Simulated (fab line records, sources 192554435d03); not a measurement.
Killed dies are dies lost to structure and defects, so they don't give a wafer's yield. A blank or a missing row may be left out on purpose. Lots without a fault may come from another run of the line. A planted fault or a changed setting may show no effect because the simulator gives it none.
Chamber matching | flow n5_finfet | N5_BEOL_M6_STRIP_19 on rie_diel-01: 4 sister chambers
The step strips in O2. 4 wafers are shown with their chamber, then 11 later ones without.

WAFERS WITH THEIR CHAMBER
wafer  | chamber | showerhead_plenum_p_Torr (Torr)
L088.1 | 3       | 2.14
L088.3 | 1       | 2.03
L088.4 | 2       | 2.07
L087.3 | 0       | 2.14

WAFERS WITHOUT THEIR CHAMBER
wafer  | showerhead_plenum_p_Torr (Torr)
L087.5 | 2.03
L087.6 | 2.07
L091.1 | 2.14
L091.5 | 2.13
L091.6 | 2.07
L090.1 | 2.14
L090.3 | 2.13
L090.5 | 2.13
L097.3 | 2.07
L097.4 | 2.03
L097.5 | 2.13

WHICH CHAMBER EACH WENT THROUGH
wafer  | from the rows above     | in truth
L087.5 | 1                       | 1
L087.6 | 2                       | 2
L091.1 | can't be placed: 0 or 3 | 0
L091.5 | can't be placed: 0 or 3 | 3
L091.6 | 2                       | 2
L090.1 | can't be placed: 0 or 3 | 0
L090.3 | can't be placed: 0 or 3 | 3
L090.5 | can't be placed: 0 or 3 | 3
L097.3 | 2                       | 2
L097.4 | 1                       | 1
L097.5 | can't be placed: 0 or 3 | 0
Placed correctly: 5 of 11. Can't be placed from these rows: 6 (the true chamber is among the candidates in 6). Placed wrongly: 0.
How it was worked out, from the rows above alone: a wafer's distance from a chamber is the root of the sum, over the readings, of the square of ((its reading less the chamber's mean) divided by the reading's scatter). The wafer belongs to the nearest chamber; if the next one is less than 2 further off, it can't be placed. A chamber's mean is the mean of its shown wafers. The scatter: with one shown wafer a chamber, the root of the mean of the squares of how far each hidden wafer lies from its nearest shown one.
